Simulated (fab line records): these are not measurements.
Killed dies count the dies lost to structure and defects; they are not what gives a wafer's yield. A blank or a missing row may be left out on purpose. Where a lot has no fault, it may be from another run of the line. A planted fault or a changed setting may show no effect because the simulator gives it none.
fab line records	flow n5-finfet
record lots=3	wafers=9	last-day=17
route steps=1938 shown HKMG_FIN@428 GATE_CUT@465 BEOL_M4@1111 PASSIVATION@1936
lots untouched by any fault: they come from a run of this same line in which no faults occurred
start-h: hours from the record's first day to the start of the lot's first wafer shown	wait-h: hours elapsed since this lot's preceding step	" as in the row above	L1.1+2: one row covering several wafers at once	- value missing, or start not given	* or withheld: withheld	< > ~ a bound
route shown NAME@n: names a module that has steps shown in the file, with the first one's number in the route	usual: mean and standard deviation over wafers with no fault	same: alike in all rows	chamber/n: place in a boat	sites: each site's reading	_std_site: the standard deviation of these	_edge_site: mean of outer sites minus mean of inner sites	radius-mm: for every site, how far away it sits from the centre of the wafer	mask NAME#n: copy n	behind: the most recent tool/chamber to have shaped the wafer	hold: cause of the lot's hold/its duration in hours/its outcome	device: names the non-switching transistor (n, p or np)	end of line: at the end of the route, the tests of the same wafers	a step given without rows: its recipe and nothing more	killed: at the first sort, the dies lost to defects and structure; wafer yield is something else	map: the dies of a wafer, with x for killed, . for not killed, _ for no die there
set.NAME: the setting that was run; set.NAME@STEP: the one run at that earlier step	model.NAME: the simulator's own value behind a step, which no gauge read
a table for each step, a row for each wafer; lots at some steps of the route
## steps
# step N5_HKMG_FIN_PEB_10
# recipe peb-temp-c=withheld	peb-time-s=60	resist=CAR-ArF
# step N5_HKMG_FIN_DEVELOP_11
# recipe develop-time-s=30	developer=TMAH	resist=CAR-ArF	dev-temp-c=23	rinse-liquid=diw	dry=air-spin
# step N5_HKMG_FIN_DESCUM_17
# recipe chemistry=O2	time-s=7.9	source-power-w=50	bias-power-w=20	pressure-mtorr=20	rf-frequency-hz=2.712e+07	temp-c=40	resist=CAR-ArF	o2-flow-sccm=225
# step N5_HKMG_FIN_ETCH_31
# recipe chemistry=CF4	target=SiARC	target-depth-a=455	mask-material=CAR-ArF	time-s=75.8	ion-energy-ev=80	pressure-mtorr=40	source-w=545	bias-w=36	Ar_flow_sccm=100	cf4-flow-sccm=100	ends=cleared
# step N5_HKMG_FIN_ETCH_32
# recipe chemistry=N2/H2	target=SOC	target-depth-a=2400	temp-c=40	time-s=300	ion-energy-ev=200	mask-material=SiARC	pressure-mtorr=30	source-w=840	bias-w=150	n2-flow-sccm=200	h2-flow-sccm=200
# step N5_HKMG_FIN_STRIP_33
# recipe chemistry=N2/H2	temp-c=40	n2-flow-sccm=200	h2-flow-sccm=200	rf-frequency-hz=6e+07
# step N5_HKMG_FIN_STRIP_34
# recipe chemistry=CF4	resist=SiARC	power-w=300	bias-power-w=75	pressure-mtorr=50	cf4-flow-sccm=150	rf-frequency-hz=6e+07
# step N5_HKMG_FIN_ETCH_35
# recipe chemistry=N2/H2	target=SOC	target-depth-a=2158	ion-energy-ev=65	bias-w=5	source-w=3000	time-s=243.4	pressure-mtorr=30	n2-flow-sccm=200	h2-flow-sccm=200
# step N5_HKMG_FIN_STRIP_92
# recipe chemistry=N2/H2	material=SOC	time-s=20	power-w=500	temp-c=40	pressure-mtorr=50	rf-frequency-hz=6e+07	bias-power-w=8	h2-frac=0.5	n2-flow-sccm=300	h2-flow-sccm=300
# step N5_HKMG_FIN_WET_ETCH_18
# recipe chemistry=SC1	target=TiN	mix=1:1:5	temp-c=*	time-s=55	target-depth-nm=5.2	dry=ipa-marangoni	rinse-time-s=30	rinse-temp-c=23
# usual bath-guard-temp-C=*	diw-flow-mL-min=1072/3.3	temp-c=*
lot.wafer	tool	chamber	start-h	wait-h	bath-guard-temp-C	diw-flow-mL-min	temp-c
L539.1	wet-bench-05	3	84.11	0.1	*	1069	*
L539.2	"	4	"	"	*	1072	*
L539.5	"	6	"	"	*	1078	*
L552.1	wet-bench-05	3	166.10	0.1	*	1075	*
L552.4	"	7	"	"	*	1071	*
L552.6	"	2	"	"	*	1066	*
L557.1	wet-bench-03	0	192.07	0.1	*	1070	*
L557.2	"	7	"	"	*	1073	*
L557.6	"	2	"	"	*	1072	*
# step N5_HKMG_FIN_STRIP_19
# recipe chemistry=N2/H2	power-w=2500	temp-c=300	h2-frac=0.65	time-s=360	pressure-mtorr=withheld	n2-flow-sccm=1750	h2-flow-sccm=3250
# step N5_HKMG_FIN_ALD_91
# recipe material=TiN	target-thk-a=10	temp-c=400	ald-precursor-family=TiCl4	ald-co-reactant=NH3	pulse-time-s=1	purge-time-s=3	co-reactant-purge-time-s=2	co-reactant-pulse-time-s=2	ald-cycles=47	pressure-torr=3
# step N5_HKMG_FIN_COAT_85
# recipe resist=SOC	temp-c=250	time-s=60	spin-rpm=1500	resist-thk-nm=300
# step N5_HKMG_FIN_ETCH_86
# recipe chemistry=N2/H2	target=SOC	target-depth-a=3932	stop-on=TiN	ion-energy-ev=100	bias-w=61	pressure-mtorr=30	source-w=850	n2-flow-sccm=200	h2-flow-sccm=200
# step N5_HKMG_FIN_STRIP_89
# recipe chemistry=N2/H2	material=SOC	time-s=20	power-w=500	temp-c=40	pressure-mtorr=50	rf-frequency-hz=6e+07	bias-power-w=8	h2-frac=0.5	n2-flow-sccm=300	h2-flow-sccm=300
# step N5_HKMG_FIN_WET_ETCH_87
# recipe chemistry=SC1	target=TiN	mix=1:2:40	temp-c=50	time-s=154.2	target-depth-nm=4.7	dry=ipa-marangoni	rinse-time-s=30	rinse-temp-c=23
# step N5_HKMG_FIN_STRIP_88
# recipe chemistry=N2/H2	power-w=2500	temp-c=300	h2-frac=0.65	time-s=360	pressure-mtorr=withheld	n2-flow-sccm=1750	h2-flow-sccm=3250
# step N5_HKMG_FIN_NWFM_ALD_20
# recipe material=TiAlC	target-thk-a=20	temp-c=300	ald-precursor-family=TiCl4	ald-co-reactant=TEA	pulse-time-s=3	purge-time-s=2	co-reactant-purge-time-s=2	co-reactant-pulse-time-s=10	ald-cycles=7	pressure-torr=3
# step N5_HKMG_FIN_ALD_71
# recipe material=TiN	target-thk-a=10	temp-c=400	ald-precursor-family=TiCl4	ald-co-reactant=NH3	pulse-time-s=1	purge-time-s=3	co-reactant-purge-time-s=2	co-reactant-pulse-time-s=2	ald-cycles=47	pressure-torr=3
# step N5_HKMG_FIN_COAT_66
# recipe resist=SOC	temp-c=250	time-s=60	spin-rpm=1500	resist-thk-nm=300
# step N5_HKMG_FIN_ETCH_67
# recipe chemistry=N2/H2	target=SOC	target-depth-a=3889	stop-on=TiN	ion-energy-ev=100	bias-w=61	pressure-mtorr=30	source-w=850	n2-flow-sccm=200	h2-flow-sccm=200
# step N5_HKMG_FIN_STRIP_90
# recipe chemistry=N2/H2	material=SOC	time-s=20	power-w=500	temp-c=40	pressure-mtorr=50	rf-frequency-hz=6e+07	bias-power-w=8	h2-frac=0.5	n2-flow-sccm=300	h2-flow-sccm=300
# step N5_HKMG_FIN_WET_ETCH_73
# recipe chemistry=SC1	mix=1:2:40	temp-c=50	time-s=42.3	target-depth-nm=1.3	dry=ipa-marangoni	rinse-time-s=30	rinse-temp-c=23
# step N5_HKMG_FIN_ETCHBACK_68
# recipe chemistry=Cl2/Ar	stop-on=HfO2	target-depth-a=5	pressure-mtorr=10	icp-w=600	bias-w=60	Cl2_flow_sccm=40	Ar_flow_sccm=60
# step N5_HKMG_FIN_STRIP_69
# recipe chemistry=N2/H2	power-w=2500	temp-c=300	h2-frac=0.65	time-s=360	pressure-mtorr=withheld	n2-flow-sccm=1750	h2-flow-sccm=3250
# step N5_HKMG_FIN_ALD_21
# recipe material=TiN	target-thk-a=15	temp-c=400	ald-precursor-family=TiCl4	ald-co-reactant=NH3	pulse-time-s=1	purge-time-s=3	co-reactant-purge-time-s=2	co-reactant-pulse-time-s=2	ald-cycles=68	pressure-torr=3
# step N5_HKMG_FIN_ALD_72
# recipe material=W	target-thk-a=20	temp-c=300	pressure-torr=7.5	ald-precursor-family=WF6	ald-co-reactant=B2H6	pulse-time-s=1	purge-time-s=2	co-reactant-purge-time-s=2	co-reactant-pulse-time-s=3	ald-cycles=7
# step N5_HKMG_FIN_W_FILL_22
# recipe material=W	target-thk-a=600	temp-c=400	pressure-torr=39.4	time-s=18.2
# step N5_HKMG_FIN_PRECLEAN_83
# recipe chemistry=DIW	time-s=57.5	temp-c=23
# step N5_HKMG_FIN_SRD_84
# recipe dry-time-s=32	dry=n2-spin	spin-rpm=1500
# step N5_HKMG_FIN_CMP_23
# recipe stop-on=SiNx	t-overpolish-s=10	post-cmp-clean=rinse-only	down-force-psi=4	platen-rpm=50.289	pad-velocity-m-s=1.0006	target-thk-nm=46.326
# step N5_HKMG_FIN_CMP_94
# recipe stop-on=SiNx	post-cmp-clean=w-dilute-nh4oh	t-overpolish-s=4.7	down-force-psi=4	platen-rpm=50.289	pad-velocity-m-s=1.0006	target-thk-nm=43.299
# step N5_GATE_CUT_ETCHBACK_00
# recipe chemistry=SF6/Cl2	target=W	pressure-mtorr=8	icp-w=900	bias-w=80	SF6_flow_sccm=40	Cl2_flow_sccm=60
# step N5_GATE_CUT_ETCH_56
# recipe chemistry=Cl2/Ar	target=TiN	target-depth-a=216	pressure-mtorr=10	icp-w=600	bias-w=60	Cl2_flow_sccm=40	Ar_flow_sccm=60
# step N5_GATE_CUT_ETCHBACK_30
# recipe chemistry=Cl2/Ar	target=TiN	target-depth-a=30	mode=isotropic	pressure-mtorr=10	icp-w=600	bias-w=60	Cl2_flow_sccm=40	Ar_flow_sccm=60
# step N5_GATE_CUT_VAPOR_ETCH_60
# recipe chemistry=BCl3/Cl2	target=HfO2	mode=isotropic
# step N5_GATE_CUT_ETCH_58
# recipe chemistry=CH3F/O2	target=SiNx	target-depth-a=170	time-s=128.6	ion-energy-ev=50	pressure-mtorr=30	source-w=415	bias-w=21	Ar_flow_sccm=150	CH3F_flow_sccm=30	O2_flow_sccm=20
# step N5_BEOL_M4_RC_MEAS_101
# usual DIBL_N=35.4/2.1	DIBL_P=34.8/2.6	IOFF_N=0.15/0.037	IOFF_N_LONG=5.62e-05/2.6e-06	IOFF_P=0.19/0.037	ION_N=677/16	ION_P=462/9.3	SS_N=71.4/0.75	SS_P=72.9/0.77	VT_N=250/3.7	VT_N_LONG=274.8/1.9	VT_P=-251/3.5
lot.wafer	tool	chamber	start-h	wait-h	DIBL_N[mV/V]	DIBL_P[mV/V]	IOFF_N[nA/um]	IOFF_N_LONG[nA/um]	IOFF_P[nA/um]	ION_N[uA/um]	ION_P[uA/um]	SS_N[mV/dec]	SS_P[mV/dec]	VT_N[mV]	VT_N_LONG[mV]	VT_P[mV]
L539.1	prober-02	0	183.59	0.0	31.6	28.4	0.09	5.67e-05	0.16	664	473	70.1	72.4	255	276.6	-252
L539.2	"	0	"	"	35.5	33.2	0.14	5.69e-05	0.21	680	470	71.0	72.9	250	277.4	-249
L539.5	"	0	"	"	34.3	31.4	0.13	5.85e-05	0.18	680	463	70.9	72.7	248	273.6	-249
L552.1	prober-01	0	255.37	0.0	35.3	35.5	0.14	5.16e-05	0.21	649	447	71.5	73.5	253	276.7	-249
L552.4	"	0	"	"	28.8	26.1	0.07	5.38e-05	0.10	635	444	69.5	70.5	261	275.9	-259
L552.6	"	0	"	"	32.4	31.9	0.08	4.67e-05	0.16	636	452	69.9	72.3	260	280.7	-253
L557.1	prober-01	0	286.34	0.0	35.6	35.4	0.15	5.88e-05	0.19	678	460	72.1	72.7	250	273.0	-251
L557.2	"	0	"	"	34.9	35.1	0.15	5.88e-05	0.18	677	463	71.4	72.9	250	274.2	-250
L557.6	"	0	"	"	34.7	34.9	0.14	5.89e-05	0.19	680	466	71.5	73.0	248	273.1	-251
# step N5_PASSIVATION_PROBE_49
# usual defect-limited-yield=90.5/1.7	killed_at_M0_to_M3=37/12	killed_at_M4_up=14/5.2	killed-at-contacts=12/5.9	killed-at-front-end=45/14	killed-at-other=3.5/2.8	killed-dies=112/21	killed-open=73/15	killed-short=36/8.9	sort_bin_5_function=5.6/1.2	sort_bin_6_memory=3.5/0.68	sort_bin_8_speed=0.01/0.1	sort-n-pass=1068/21	sort-yield-pct=90.5/1.8
# same gross-dies=1180	killed-at-back-side=0	sort_bin_4_leakage[%]=0
lot.wafer	tool	chamber	start-h	wait-h	defect-limited-yield[%]	killed_at_M0_to_M3	killed_at_M4_up	killed-at-contacts	killed-at-front-end	killed-at-other	killed-dies	killed-open	killed-short	sort_bin_5_function[%]	sort_bin_6_memory[%]	sort_bin_8_speed[%]	sort-n-pass	sort-yield-pct[%]
L552.6	prober-02	-	367.96	0.3	90.2	38	10	5	61	2	116	73	43	6.0	3.5	0.42	1059	89.7
# killed by level:class
L552.6 STI_FIN_REVEAL:geometric-particle:open=17 FIN_SAQP:geometric-particle:short=11 FIN_SAQP:geometric-particle:open=9 BEOL_M3:geometric-particle:open=9 BEOL_M0_SAQP:geometric-particle:open=8 GATE_CUT:geometric-particle:short=7 GATE_CUT:geometric-particle:open=6 BEOL_M0_SAQP:geometric-particle:short=6
# map L552.1 (x killed, . not)
_________________.....x......________________
______________.......x.x.x....x._____________
___________xx......................__________
__________........x................._________
________..................x..........._______
_______...........x.......x............______
______....xx....x..........x............_____
_____..........x......x.....x.....x...x.x____
____...x....x....x..x..........x.......x..___
___........x....x....x..............xx.....__
___.....x............x.x...................__
__..x..x.....x..x...x.................x....._
__.x............x.....x...xx.......x........_
_...........x............x............x.....x
_.x..............x...........xx....x..x....x.
_xx...x..........x...................x.......
_...............x...................x.....x..
_.x....x..x.............x.x.....x...........x
_.....................x..............x.......
_...x......x..........x..x.x.x.......x.......
_..x...........x.xx....x............x........
__..x....x..x.......x............x...x......_
__...xx.......................x............._
___.................x.....x................__
___..x.........x....x................x.....__
____x....xx.......x...x....xx........x....___
_____....x.....x.......................x.____
______..................x..............._____
_______..x........x..x.x........x..xx..______
________xx.........xx.........x.x..x.._______
__________x...x....................._________
___________x.......xxx......x...x..__________
______________x.......x..x......_____________
_________________...x.x....x.________________
# map L539.2 (x killed, . not)
_________________....x.....x.________________
______________...x...........x.._____________
___________......x.................__________
__________..x.........xxx.........xx_________
________..x........xx.....x..x.x......_______
_______....x.......x..x.........x......______
______....................x............._____
_____....x............x.....x....x.......____
____.......x.x....xx.................x....___
___.........x....x.......xx................__
___.....................x.x................__
__...........................x.x....x......x_
__..........x.........x...x....x.....xx....._
_.xx..................x......x..x..x......x..
_.....x...........x.........x...x.....x......
_.....x.............x..x.....x......xx.x....x
_..........x........x........x...............
_xx........x..x..x..x................x.x..x.x
_x..........x..x.x..............x.....x..x...
_..........x..........x.xx....x.x.........x..
_x.................x...x.......x.x...........
__...................................x......_
__..x.................x......x.........x..x._
___.x...................x...........x.x....__
___.................x.....................x__
____...x...........x...................x..___
_____....................................____
______...x.x.......x...x...x...xxx......_____
_______..x.......x..............x......______
________.xx..x.x....x..x.xx..........._______
__________.......x............x..x.._________
___________......................x.__________
______________.......x.....x...._____________
_________________..........x.________________
## key
first-sign step=N5_HKMG_FIN_WET_ETCH_18	reading=temp-c	direction=down	sigmas=45	usual=*	struck=*
effect step=N5_HKMG_FIN_WET_ETCH_18	reading=bath-guard-temp-C	direction=down	sigmas=11	usual=*	struck=*
effect step=N5_BEOL_M4_RC_MEAS_101	reading=IOFF_N_LONG	direction=down	sigmas=3.6	usual=5.62e-05	struck=4.67e-05
effect step=N5_BEOL_M4_RC_MEAS_101	reading=VT_N_LONG	direction=up	sigmas=3	usual=274.8	struck=280.7
effect step=N5_PASSIVATION_PROBE_49	reading=sort_bin_8_speed	direction=up	sigmas=4.1	usual=0.01	struck=0.42
met-at N5_HKMG_FIN_WET_ETCH_18
struck-wafers L552.6
fault kind=process-parameter-drift	tool=wet-bench-05	chamber=2	onset-h=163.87	steps=N5_HKMG_FIN_WET_ETCH_18	channel=temp-c	offset=*	shape=step	end-h=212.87	acts-in=*	stated=*
